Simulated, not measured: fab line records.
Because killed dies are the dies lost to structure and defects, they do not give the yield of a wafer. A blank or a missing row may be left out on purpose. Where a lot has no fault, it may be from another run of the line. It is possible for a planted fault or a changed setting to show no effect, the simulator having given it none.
fab line records	flow nand_harc
[record] lots = 24	wafers = 72	last_day = 24
route steps=1159 shown A_WL_FILL@809 A_CONTACT@868
lots untouched by any fault: they come from a run of this same line in which no faults occurred
start_h: hours from the record's opening day to when the first of the lot's shown wafers began	wait_h: hours since the lot's step before	" unchanged from the row above	L1.1+2: a single row standing in for several wafers	- value missing, or start not given	* or withheld: withheld	< > ~ a bound
route shown NAME@n: names a module that has steps shown in the file, with the first one's number in the route	usual: average and standard deviation across the fault-free wafers	same: alike in all rows	chamber/n: place in a boat	sites: per-site readings	_std_site: the standard deviation of these	_edge_site: mean of outer sites minus mean of inner sites	radius_mm: for every site, how far away it sits from the centre of the wafer	mask NAME#n: copy n	behind: the tool/chamber that last shaped the wafer	hold: the reason the lot was held/the length of the hold in hours/how it ended	device: the n, p or np transistor that did not switch	end of line: the route-end tests of the same wafers	a step given without rows: its recipe and nothing more	killed: the dies lost at the first sort to structure and to defects; this is not the yield of the wafer	map: the dies of a wafer, with x for killed, . for not killed, _ for no die there
set.NAME: the setting that was run; set.NAME@STEP: the one run at that earlier step	model.NAME: the simulator's own value behind a step, which no gauge read
the route's steps for a sample of lots (tables are steps, rows are wafers)
services: from which hour (start_h, from the record's first day; less than 0 if before it) a tool's chamber was out of use, for how many hours, and why
[[steps]]
[step NHARC_A_WL_FILL_ALD_00]
[recipe] target_thk_a = 30	pulse_time_s = 3	ald_cycles = 30	temp_c = 300	material = Al2O3
[usual] heater_power_w = 460/52	precursor_pulse_height_rel = 0.999/0.02
[same] ald_cycles = 30
lot.wafer	tool	chamber	start_h	wait_h	heater_power_w	precursor_pulse_height_rel
L074.4	ald_hk-01	2	329.70	0.1	415	0.979
L074.1	"	0	"	"	441	1.014
L074.5	"	2	"	"	416	1.017
L076.3	ald_hk-02	2	359.32	0.1	502	1.011
L076.4	"	0	"	"	427	0.994
L076.5	"	3	"	"	548	1.021
L075.4	ald_hk-01	2	359.35	0.1	427	0.990
L075.2	"	3	"	"	439	1.007
L075.6	"	1	"	"	411	1.014
L077.4	ald_hk-04	0	359.43	0.1	500	0.992
L077.6	"	2	"	"	534	1.009
L077.5	"	3	"	"	450	0.973
L078.1	ald_hk-01	0	359.49	0.2	446	0.985
L078.2	"	3	"	"	439	0.970
L078.6	"	0	"	"	455	1.001
L081.3	ald_hk-01	0	364.16	0.1	449	0.993
L081.2	"	1	"	"	416	0.972
L081.5	"	3	"	"	425	0.981
L080.2	ald_hk-02	1	372.33	0.1	416	1.016
L080.1	"	2	"	"	510	0.991
L080.6	"	2	"	"	514	0.999
L082.3	ald_hk-02	0	379.11	1.9	419	1.008
L082.1	"	2	"	"	520	0.970
L082.6	"	1	"	"	429	1.002
L079.2	ald_hk-02	1	379.28	2.1	417	0.993
L079.4	"	2	"	"	512	0.995
L079.6	"	1	"	"	427	0.987
L083.1	ald_hk-02	0	386.78	0.1	410	0.973
L083.3	"	1	"	"	415	0.984
L083.5	"	0	"	"	407	0.976
L086.2	ald_hk-02	2	397.93	0.1	491	1.003
L086.4	"	1	"	"	416	1.024
L086.5	"	3	"	"	549	0.993
L084.4	ald_hk-01	3	397.97	0.1	424	1.014
L084.2	"	0	"	"	456	0.989
L084.1	"	1	"	"	393	1.004
L087.4	ald_hk-02	2	408.77	0.1	517	0.999
L087.6	"	0	"	"	425	1.014
L087.5	"	1	"	"	424	1.013
L085.1	ald_hk-02	1	414.09	1.6	420	0.999
L085.3	"	2	"	"	504	1.015
L085.5	"	1	"	"	409	1.049
L089.1	ald_hk-01	0	420.22	0.1	422	0.989
L089.6	"	1	"	"	411	1.001
L089.5	"	2	"	"	415	0.990
L088.3	ald_hk-02	3	433.11	0.1	553	0.994
L088.4	"	1	"	"	429	0.998
L088.6	"	0	"	"	421	0.994
L091.3	ald_hk-04	0	433.19	0.1	507	0.998
L091.6	"	1	"	"	417	0.999
L091.5	"	2	"	"	531	0.967
L093.2	ald_hk-04	2	433.27	0.2	551	1.007
L093.4	"	3	"	"	455	0.962
L093.6	"	2	"	"	538	0.994
L090.3	ald_hk-02	1	433.30	0.2	415	1.025
L090.2	"	2	"	"	503	0.996
L090.1	"	3	"	"	544	0.991
L092.3	ald_hk-02	0	436.50	0.1	420	1.003
L092.4	"	1	"	"	421	0.957
L092.1	"	2	"	"	501	1.007
L094.2	ald_hk-01	2	440.86	0.1	412	0.954
L094.1	"	3	"	"	431	0.989
L094.5	"	2	"	"	417	1.017
L096.3	ald_hk-04	0	452.34	0.5	508	0.962
L096.1	"	1	"	"	419	0.991
L096.5	"	1	"	"	427	1.014
L095.2	ald_hk-04	1	452.54	0.7	421	1.018
L095.4	"	3	"	"	452	0.965
L095.6	"	0	"	"	512	0.978
L097.2	ald_hk-04	0	475.91	0.1	505	0.980
L097.3	"	1	"	"	425	1.003
L097.1	"	3	"	"	461	0.990
[step NHARC_A_CONTACT_ETCH_117]
[recipe] source_w = withheld	pressure_mtorr = 20	bias_v = 3000	time_s = 94	target_depth_a = 9220	ar_flow_sccm = withheld	c4f8_flow_sccm = withheld	o2_flow_sccm = withheld	chemistry = C4F8/O2/Ar
lot.wafer	tool	chamber	start_h	wait_h	rf_hours_counter_h
L074.1	har_cap_etch-01	0	370.86	0.1	55
L074.4	"	1	"	"	-
L074.5	"	0	"	"	-
L076.4	har_cap_etch-02	1	397.95	0.1	-
L076.3	"	0	"	"	-
L076.5	"	0	"	"	-
L078.2	har_cap_etch-01	0	402.23	0.1	57
L078.1	"	1	"	"	57
L078.6	"	0	"	"	-
L075.2	har_cap_etch-03	1	404.79	0.1	84
L075.4	"	0	"	"	-
L075.6	"	1	"	"	-
L077.4	har_cap_etch-01	0	409.03	0.1	-
L077.5	"	0	"	"	-
L077.6	"	1	"	"	-
L081.2	har_cap_etch-03	0	410.26	0.1	85
L081.3	"	0	"	"	-
L081.5	"	1	"	"	-
L080.1	har_cap_etch-02	1	416.28	0.1	14
L080.2	"	0	"	"	14
L080.6	"	1	"	"	-
L082.1	har_cap_etch-01	0	422.24	0.1	62
L082.3	"	1	"	"	-
L082.6	"	0	"	"	-
L079.2	har_cap_etch-02	0	427.70	0.1	16
L079.4	"	1	"	"	-
L079.6	"	1	"	"	-
L084.2	har_cap_etch-01	1	434.06	0.1	64
L084.1	"	0	"	"	64
L084.4	"	0	"	"	-
L083.1	har_cap_etch-03	0	436.33	0.1	90
L083.3	"	0	"	"	-
L083.5	"	0	"	"	-
L086.2	har_cap_etch-03	1	440.43	0.1	91
L086.4	"	0	"	"	-
L086.5	"	0	"	"	-
L085.1	har_cap_etch-02	1	445.17	0.1	21
L085.3	"	0	"	"	-
L085.5	"	1	"	"	-
L087.4	har_cap_etch-03	0	445.54	0.1	-
L087.6	"	1	"	"	-
L087.5	"	0	"	"	-
L089.1	har_cap_etch-02	1	458.06	0.1	25
L089.6	"	0	"	"	-
L089.5	"	1	"	"	-
L091.3	har_cap_etch-02	0	472.14	0.1	-
L091.6	"	0	"	"	-
L091.5	"	1	"	"	-
L093.2	har_cap_etch-01	1	474.44	0.1	73
L093.4	"	1	"	"	-
L093.6	"	1	"	"	-
L088.4	har_cap_etch-03	0	475.16	0.1	-
L088.3	"	1	"	"	-
L088.6	"	0	"	"	-
L090.2	har_cap_etch-02	1	478.60	0.1	27
L090.1	"	0	"	"	27
L090.3	"	1	"	"	-
L092.1	har_cap_etch-01	0	480.40	0.1	74
L092.4	"	1	"	"	-
L092.3	"	0	"	"	-
L096.1	har_cap_etch-03	1	486.48	0.1	100
L096.3	"	0	"	"	-
L096.5	"	1	"	"	-
L094.1	har_cap_etch-02	1	487.00	0.1	30
L094.2	"	0	"	"	30
L094.5	"	0	"	"	-
L095.2	har_cap_etch-02	1	497.12	0.1	32
L095.4	"	0	"	"	-
L095.6	"	0	"	"	-
L097.1	har_cap_etch-03	1	515.92	0.1	105
L097.2	"	0	"	"	105
L097.3	"	0	"	"	-
[step NHARC_A_CONTACT_CD_MEAS_69]
[recipe] target_cd_nm = 200	landing_energy_ev = 500
[usual] cd_nm = 200.2/0.58
lot.wafer	tool	chamber	start_h	wait_h	cd_nm
L074.1	cd_sem-02	0	375.62	-	199.5
L074.4	"	0	"	"	200.5
L074.5	"	0	"	"	199.9
L076.3	cd_sem-01	0	402.85	-	200.8
L076.4	"	0	"	"	201.3
L076.5	"	0	"	"	200.5
L078.1	cd_sem-01	0	408.48	-	199.8
L078.2	"	0	"	"	200.0
L078.6	"	0	"	"	200.4
L075.2	cd_sem-01	0	410.53	-	200.2
L075.4	"	0	"	"	200.2
L075.6	"	0	"	"	199.9
L077.4	cd_sem-01	0	416.43	-	198.9
L077.5	"	0	"	"	200.2
L077.6	"	0	"	"	199.7
L081.2	cd_sem-01	0	417.71	-	200.6
L081.3	"	0	"	"	200.4
L081.5	"	0	"	"	200.8
L080.1	cd_sem-01	0	428.08	-	201.9
L080.2	"	0	"	"	201.3
L080.6	"	0	"	"	200.9
L082.1	cd_sem-01	0	429.86	-	200.1
L082.3	"	0	"	"	200.6
L082.6	"	0	"	"	200.5
L079.2	cd_sem-01	0	433.56	-	200.1
L079.4	"	0	"	"	200.3
L079.6	"	0	"	"	199.4
L084.1	cd_sem-01	0	438.79	-	199.4
L084.2	"	0	"	"	200.1
L084.4	"	0	"	"	199.5
L083.1	cd_sem-01	0	441.10	-	201.1
L083.3	"	0	"	"	200.3
L083.5	"	0	"	"	200.3
L086.2	cd_sem-02	0	445.49	-	199.6
L086.4	"	0	"	"	199.1
L086.5	"	0	"	"	199.4
L085.1	cd_sem-02	0	449.95	-	200.6
L085.3	"	0	"	"	200.6
L085.5	"	0	"	"	198.9
L087.4	cd_sem-03	0	450.53	-	200.8
L087.5	"	0	"	"	199.8
L087.6	"	0	"	"	200.5
L089.1	cd_sem-02	0	462.87	-	199.4
L089.5	"	0	"	"	199.5
L089.6	"	0	"	"	200.7
L091.3	cd_sem-02	0	478.51	-	199.3
L091.5	"	0	"	"	200.0
L091.6	"	0	"	"	199.6
L093.2	cd_sem-02	0	480.81	-	199.9
L093.4	"	0	"	"	199.2
L093.6	"	0	"	"	200.3
L088.3	cd_sem-02	0	482.19	-	200.2
L088.4	"	0	"	"	199.8
L088.6	"	0	"	"	200.2
L090.1	cd_sem-03	0	486.11	-	201.1
L090.2	"	0	"	"	200.3
L090.3	"	0	"	"	200.6
L092.1	cd_sem-01	0	487.85	-	200.3
L092.3	"	0	"	"	201.0
L092.4	"	0	"	"	199.7
L096.1	cd_sem-01	0	496.34	-	200.3
L096.3	"	0	"	"	200.0
L096.5	"	0	"	"	200.2
L094.1	cd_sem-02	0	496.49	-	199.7
L094.2	"	0	"	"	200.5
L094.5	"	0	"	"	200.1
L095.2	cd_sem-01	0	501.86	-	199.9
L095.4	"	0	"	"	200.5
L095.6	"	0	"	"	200.1
L097.1	cd_sem-03	0	520.71	-	199.7
L097.2	"	0	"	"	201.0
L097.3	"	0	"	"	199.6
[step NHARC_A_CONTACT_INSPECT_71]
[usual] raw_defect_count = 28/12
lot.wafer	tool	chamber	start_h	wait_h	raw_defect_count
L074.1	defect_inspect-01	-	375.75	0.0	22
L074.4	"	-	"	"	24
L074.5	"	-	"	"	32
L076.3	defect_inspect-01	-	402.97	0.0	27
L076.4	"	-	"	"	30
L076.5	"	-	"	"	20
L078.1	defect_inspect-01	-	408.61	0.0	32
L078.2	"	-	"	"	24
L078.6	"	-	"	"	27
L075.2	defect_inspect-02	-	410.65	0.0	30
L075.4	"	-	"	"	20
L075.6	"	-	"	"	24
L077.4	defect_inspect-01	-	416.55	0.0	13
L077.5	"	-	"	"	19
L077.6	"	-	"	"	27
L081.2	defect_inspect-02	-	417.83	0.0	50
L081.3	"	-	"	"	35
L081.5	"	-	"	"	29
L080.1	defect_inspect-02	-	428.20	0.0	12
L080.2	"	-	"	"	10
L080.6	"	-	"	"	14
L082.1	defect_inspect-01	-	429.99	0.0	25
L082.3	"	-	"	"	21
L082.6	"	-	"	"	32
L079.2	defect_inspect-01	-	433.68	0.0	15
L079.4	"	-	"	"	10
L079.6	"	-	"	"	18
L084.1	defect_inspect-02	-	438.92	0.0	38
L084.2	"	-	"	"	34
L084.4	"	-	"	"	24
L083.1	defect_inspect-02	-	441.22	0.0	20
L083.3	"	-	"	"	12
L083.5	"	-	"	"	17
L086.2	defect_inspect-02	-	445.62	0.0	44
L086.4	"	-	"	"	52
L086.5	"	-	"	"	44
L085.1	defect_inspect-02	-	450.08	0.0	38
L085.3	"	-	"	"	42
L085.5	"	-	"	"	39
L087.4	defect_inspect-01	-	450.65	0.0	16
L087.5	"	-	"	"	9
L087.6	"	-	"	"	10
L089.1	defect_inspect-01	-	463.00	0.0	14
L089.5	"	-	"	"	13
L089.6	"	-	"	"	8
L091.3	defect_inspect-02	-	478.63	0.0	28
L091.5	"	-	"	"	30
L091.6	"	-	"	"	19
L093.2	defect_inspect-02	-	480.93	0.0	30
L093.4	"	-	"	"	20
L093.6	"	-	"	"	31
L088.3	defect_inspect-02	-	482.31	0.0	40
L088.4	"	-	"	"	43
L088.6	"	-	"	"	46
L090.1	defect_inspect-02	-	486.24	0.0	33
L090.2	"	-	"	"	29
L090.3	"	-	"	"	31
L092.1	defect_inspect-02	-	487.98	0.0	28
L092.3	"	-	"	"	40
L092.4	"	-	"	"	37
L096.1	defect_inspect-02	-	496.46	0.0	13
L096.3	"	-	"	"	20
L096.5	"	-	"	"	14
L094.1	defect_inspect-02	-	496.62	0.0	27
L094.2	"	-	"	"	32
L094.5	"	-	"	"	35
L095.2	defect_inspect-01	-	501.98	0.0	56
L095.4	"	-	"	"	49
L095.6	"	-	"	"	50
L097.1	defect_inspect-01	-	520.84	0.0	42
L097.2	"	-	"	"	38
L097.3	"	-	"	"	39
[step NHARC_A_CONTACT_DESCUM_74]
[recipe] time_s = 3	o2_flow_sccm = 200	ar_flow_sccm = 0	bias_power_w = 0	chemistry = O2
[usual] drypump_motor_current_A = 5.8/0.48	o2_flow_sccm = 200.0/0.67	oes_product_au = 1.001/0.0097	rf_vpp_V = 57.9/0.97	showerhead_plenum_p_Torr = 1.95/0.075	throttle_valve_pct = 11.310/0.0091
lot.wafer	tool	chamber	start_h	wait_h	drypump_motor_current_A	o2_flow_sccm	oes_product_au	rf_hours_counter_h	rf_vpp_V	showerhead_plenum_p_Torr	throttle_valve_pct
L074.4	rie_diel-12	2	375.82	0.1	6.3	200.2	0.992	31	57.9	2.04	11.324
L074.1	"	3	"	"	5.2	200.1	0.993	33	57.2	2.01	11.319
L074.5	"	2	"	"	6.3	200.6	0.992	-	58.0	2.04	11.318
L076.3	rie_diel-09	1	403.14	0.2	6.8	199.9	1.001	55	58.2	1.89	11.317
L076.4	"	2	"	"	5.4	199.4	1.016	59	58.9	1.97	11.317
L076.5	"	0	"	"	5.7	201.0	0.975	-	57.9	1.78	11.308
L078.1	rie_diel-09	0	408.67	0.1	5.8	199.1	0.972	56	57.4	1.78	11.322
L078.2	"	3	"	"	5.3	200.8	1.004	59	58.9	1.95	11.306
L078.6	"	1	"	"	6.8	200.2	0.985	-	57.2	1.89	11.296
L075.4	rie_diel-13	0	410.71	0.1	5.9	200.0	1.016	46	58.0	1.94	11.329
L075.2	"	2	"	"	6.4	198.9	1.007	44	56.3	1.81	11.310
L075.6	"	0	"	"	5.9	199.5	1.003	-	58.2	1.94	11.304
L077.4	rie_diel-12	3	416.61	0.1	5.3	199.6	0.996	4	57.8	2.00	11.313
L077.5	"	3	"	"	5.3	198.8	1.003	-	57.2	2.00	11.317
L077.6	"	0	"	"	5.3	201.3	1.000	-	57.5	1.89	11.322
L081.3	rie_diel-09	0	417.89	0.1	5.7	199.9	0.983	59	57.0	1.78	11.302
L081.2	"	2	"	"	5.3	200.3	1.008	64	58.0	1.97	11.309
L081.5	"	1	"	"	6.8	200.1	0.988	-	57.7	1.89	11.317
L080.2	rie_diel-12	1	428.26	0.1	6.2	200.5	1.005	5	58.5	1.98	11.283
L080.1	"	2	"	"	6.3	200.0	1.013	6	59.3	2.04	11.303
L080.6	"	1	"	"	6.2	200.1	1.003	-	58.0	1.98	11.303
L082.1	rie_diel-13	0	430.06	0.1	5.9	199.5	1.006	53	57.7	1.94	11.307
L082.3	"	1	"	"	5.7	199.9	1.006	53	58.8	2.04	11.304
L082.6	"	0	"	"	5.9	199.4	1.009	-	55.4	1.94	11.303
L079.4	rie_diel-12	1	433.77	0.1	6.2	199.2	0.998	7	58.3	1.98	11.308
L079.2	"	2	"	"	6.3	199.9	1.009	7	59.0	2.04	11.310
L079.6	"	3	"	"	5.2	199.5	1.009	-	56.6	2.00	11.283
L084.1	rie_diel-12	2	438.98	0.1	6.3	200.6	1.007	9	59.9	2.04	11.305
L084.4	"	3	"	"	5.2	200.0	0.997	9	57.4	2.00	11.304
L084.2	"	0	"	"	5.4	198.7	0.999	8	57.7	1.89	11.321
L083.3	rie_diel-13	2	441.29	0.1	6.3	199.4	1.013	54	56.9	1.81	11.317
L083.1	"	3	"	"	5.4	201.0	1.002	54	59.4	1.88	11.309
L083.5	"	2	"	"	6.4	199.3	0.995	-	56.1	1.81	11.309
L086.4	rie_diel-09	0	445.68	0.1	5.7	201.4	1.009	2	58.4	2.08	11.329
L086.2	"	1	"	"	6.7	200.2	0.985	2	57.5	1.88	11.308
L086.5	"	0	"	"	5.8	201.0	1.002	-	57.8	2.08	11.312
L085.1	rie_diel-12	1	450.14	0.1	6.2	198.7	0.993	11	57.7	1.98	11.312
L085.3	"	2	"	"	6.2	199.2	1.002	12	57.8	2.04	11.303
L085.5	"	2	"	"	6.3	199.4	1.011	-	58.3	2.04	11.314
L087.4	rie_diel-13	3	450.74	0.1	5.4	200.0	1.008	58	57.5	1.88	11.312
L087.6	"	0	"	"	5.9	200.2	1.011	-	57.0	1.94	11.309
L087.5	"	1	"	"	5.7	200.2	0.997	-	57.1	2.03	11.318
L089.1	rie_diel-13	0	463.06	0.1	5.9	199.0	0.988	0	60.5	1.94	11.313
L089.6	"	0	"	"	5.9	200.0	0.990	-	59.4	1.94	11.301
L089.5	"	3	"	"	5.4	200.1	1.006	-	56.5	1.88	11.314
L091.3	rie_diel-09	0	478.75	0.1	5.7	200.0	0.989	15	55.5	2.07	11.308
L091.5	"	3	"	"	5.3	200.4	0.998	-	58.4	1.94	11.300
L091.6	"	0	"	"	5.7	200.0	0.987	-	58.3	2.07	11.318
L093.2	rie_diel-12	2	481.00	0.1	6.2	201.0	1.016	18	59.7	2.03	11.300
L093.4	"	0	"	"	5.4	200.2	1.011	16	58.5	1.88	11.310
L093.6	"	1	"	"	6.2	200.1	1.009	-	57.4	1.97	11.316
L088.3	rie_diel-12	3	482.37	0.1	5.2	200.1	0.991	18	57.5	2.00	11.311
L088.4	"	0	"	"	5.3	199.7	1.009	16	58.5	1.88	11.314
L088.6	"	0	"	"	5.4	199.8	1.002	-	57.4	1.88	11.330
L090.2	rie_diel-09	2	486.30	0.1	5.3	199.4	0.991	20	56.9	1.96	11.299
L090.1	"	3	"	"	5.3	200.9	1.003	20	57.8	1.94	11.309
L090.3	"	1	"	"	6.7	200.3	0.991	20	57.7	1.88	11.311
L092.4	rie_diel-09	1	488.06	0.1	6.8	200.5	0.998	21	57.0	1.88	11.321
L092.3	"	3	"	"	5.3	199.5	1.003	20	59.4	1.94	11.302
L092.1	"	0	"	"	5.8	200.1	0.990	18	58.8	2.07	11.306
L096.3	rie_diel-12	3	496.53	0.1	5.3	199.2	0.991	22	57.9	2.00	11.311
L096.1	"	0	"	"	5.4	200.1	1.009	19	58.5	1.88	11.303
L096.5	"	3	"	"	5.3	199.7	0.995	-	57.1	2.00	11.321
L094.1	rie_diel-12	2	496.68	0.1	6.3	200.0	1.008	22	58.4	2.03	11.297
L094.2	"	0	"	"	5.3	200.1	1.010	19	58.8	1.88	11.315
L094.5	"	2	"	"	6.3	199.7	1.011	-	57.6	2.03	11.312
L095.2	rie_diel-12	0	502.04	0.1	5.3	200.5	1.017	21	56.9	1.88	11.316
L095.4	"	3	"	"	5.2	198.4	0.998	23	60.2	2.00	11.313
L095.6	"	0	"	"	5.3	201.4	1.011	-	58.9	1.88	11.307
L097.2	rie_diel-13	3	520.90	0.1	5.4	200.0	0.999	21	57.7	1.87	11.308
L097.1	"	1	"	"	5.7	199.7	0.994	10	58.0	2.03	11.316
L097.3	"	2	"	"	6.3	201.0	0.991	16	58.0	1.80	11.303
[step NHARC_A_CONTACT_ETCH_127]
[recipe] source_w = withheld	pressure_mtorr = 20	bias_v = 1200	time_s = 155	target_depth_a = 9560	ar_flow_sccm = withheld	c4f8_flow_sccm = withheld	o2_flow_sccm = withheld	chemistry = C4F8/O2/Ar
lot.wafer	tool	chamber	start_h	wait_h	rf_hours_counter_h
L074.1	har_cap_etch-02	1	377.44	0.1	8
L074.4	"	0	"	"	-
L074.5	"	0	"	"	-
L076.3	har_cap_etch-02	0	405.22	0.2	-
L076.4	"	1	"	"	-
L076.5	"	0	"	"	-
L078.2	har_cap_etch-02	0	410.43	0.2	12
L078.1	"	1	"	"	12
L078.6	"	0	"	"	-
L075.2	har_cap_etch-01	1	412.33	0.1	60
L075.4	"	1	"	"	-
L075.6	"	1	"	"	-
L077.4	har_cap_etch-01	0	418.27	0.1	-
L077.5	"	0	"	"	-
L077.6	"	1	"	"	-
L081.2	har_cap_etch-02	1	419.52	0.1	15
L081.3	"	1	"	"	-
L081.5	"	0	"	"	-
L080.1	har_cap_etch-02	0	430.05	0.1	17
L080.2	"	1	"	"	17
L080.6	"	0	"	"	-
L082.1	har_cap_etch-03	0	431.78	0.1	89
L082.3	"	0	"	"	-
L082.6	"	1	"	"	-
L079.2	har_cap_etch-02	1	435.74	0.2	19
L079.4	"	1	"	"	-
L079.6	"	1	"	"	-
L084.2	har_cap_etch-02	1	440.74	0.2	20
L084.1	"	0	"	"	20
L084.4	"	1	"	"	-
L083.1	har_cap_etch-01	1	442.95	0.1	67
L083.3	"	0	"	"	-
L083.5	"	1	"	"	-
L086.2	har_cap_etch-01	1	447.28	0.1	68
L086.4	"	1	"	"	-
L086.5	"	1	"	"	-
L085.1	har_cap_etch-02	1	451.75	0.1	23
L085.3	"	1	"	"	-
L085.5	"	0	"	"	-
L087.4	har_cap_etch-01	1	452.46	0.1	-
L087.6	"	0	"	"	-
L087.5	"	1	"	"	-
L089.1	har_cap_etch-01	0	465.27	0.1	71
L089.6	"	0	"	"	-
L089.5	"	1	"	"	-
L091.3	har_cap_etch-03	1	480.55	0.1	-
L091.5	"	1	"	"	-
L091.6	"	0	"	"	-
L093.2	har_cap_etch-02	1	482.71	0.1	28
L093.4	"	1	"	"	-
L093.6	"	0	"	"	-
L088.4	har_cap_etch-01	0	484.03	0.1	-
L088.3	"	1	"	"	-
L088.6	"	1	"	"	-
L090.2	har_cap_etch-01	1	487.92	0.1	77
L090.1	"	0	"	"	77
L090.3	"	0	"	"	-
L092.1	har_cap_etch-03	1	489.71	0.1	101
L092.3	"	0	"	"	-
L092.4	"	1	"	"	-
L096.1	har_cap_etch-01	0	498.33	0.1	79
L096.3	"	1	"	"	-
L096.5	"	0	"	"	-
L094.1	har_cap_etch-03	0	498.79	0.1	103
L094.2	"	1	"	"	103
L094.5	"	1	"	"	-
L095.2	har_cap_etch-02	1	503.65	0.1	33
L095.4	"	1	"	"	-
L095.6	"	0	"	"	-
L097.2	har_cap_etch-03	1	522.70	0.1	106
L097.1	"	0	"	"	106
L097.3	"	1	"	"	-
[[services]]
tool	chamber	start_h	hours	kind
rie_diel-12	0	309.88	-	clean
rie_diel-12	1	309.88	-	clean
rie_diel-12	2	309.88	-	clean
rie_diel-12	3	309.88	-	clean
har_cap_etch-02	0	322.00	-	clean
har_cap_etch-02	1	322.00	-	clean
rie_diel-12	0	334.44	-	clean
rie_diel-12	1	334.44	-	clean
rie_diel-12	2	334.44	-	clean
rie_diel-12	3	334.44	-	clean
rie_diel-12	0	358.94	-	clean
rie_diel-12	1	358.94	-	clean
rie_diel-12	2	358.94	-	clean
rie_diel-12	3	358.94	-	clean
ald_hk-04	-	364.00	10.0	pm
rie_diel-12	0	379.40	9.0	vent_cycle
rie_diel-12	1	379.40	9.0	vent_cycle
rie_diel-12	-	388.69	0.5	repair
ald_hk-01	-	407.92	10.0	pm
har_cap_etch-03	-	416.17	0.5	repair
rie_diel-09	-	431.16	9.0	pm
rie_diel-13	-	453.36	9.0	pm
rie_diel-09	0	458.56	6.1	repair
ald_hk-02	-	461.17	10.0	pm
[[key]]
fault none
